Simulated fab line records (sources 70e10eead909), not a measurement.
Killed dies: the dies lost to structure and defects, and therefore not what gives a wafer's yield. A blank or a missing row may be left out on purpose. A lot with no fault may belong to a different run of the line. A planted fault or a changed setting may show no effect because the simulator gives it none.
Matching of chambers ; flow nand-harc ; NHARC_A_STAIRCASE_DESCUM_252 on rie-diel-01: 3 sister chambers
The step chemistry O2, time 3 s. 3 wafers are shown with their chamber, then 8 later ones without.

## WAFERS, EACH WITH ITS CHAMBER
wafer;chamber;showerhead-plenum-p-Torr (Torr)
L082.6;2;2.05
L083.6;3;1.81
L087.2;1;1.90

## WAFERS WITHOUT THEIR CHAMBER
wafer;showerhead-plenum-p-Torr (Torr)
L087.5;1.90
L087.6;1.80
L090.3;1.90
L090.4;2.04
L090.6;1.80
L091.3;1.80
L091.4;2.04
L091.6;2.04

## WHICH CHAMBER EACH WENT THROUGH
wafer;from the rows above;in truth
L087.5;1;1
L087.6;3;3
L090.3;1;1
L090.4;2;2
L090.6;3;3
L091.3;3;3
L091.4;2;2
L091.6;2;2
8 of 8 placed correctly. From these rows, 0 cannot be placed. 0 placed wrongly.
How it was worked out, from the rows above alone: a wafer's distance from a chamber is the root of the sum, over the readings, of the square of ((its reading less the chamber's mean) divided by the reading's scatter). If the next closest chamber is less than 2 further off than the closest, the wafer can't be placed; otherwise it belongs to the closest. For every chamber, the mean is computed from those of its wafers that are shown. The scatter: root of mean squared gap, hidden wafer to nearest shown wafer, with one shown wafer a chamber.
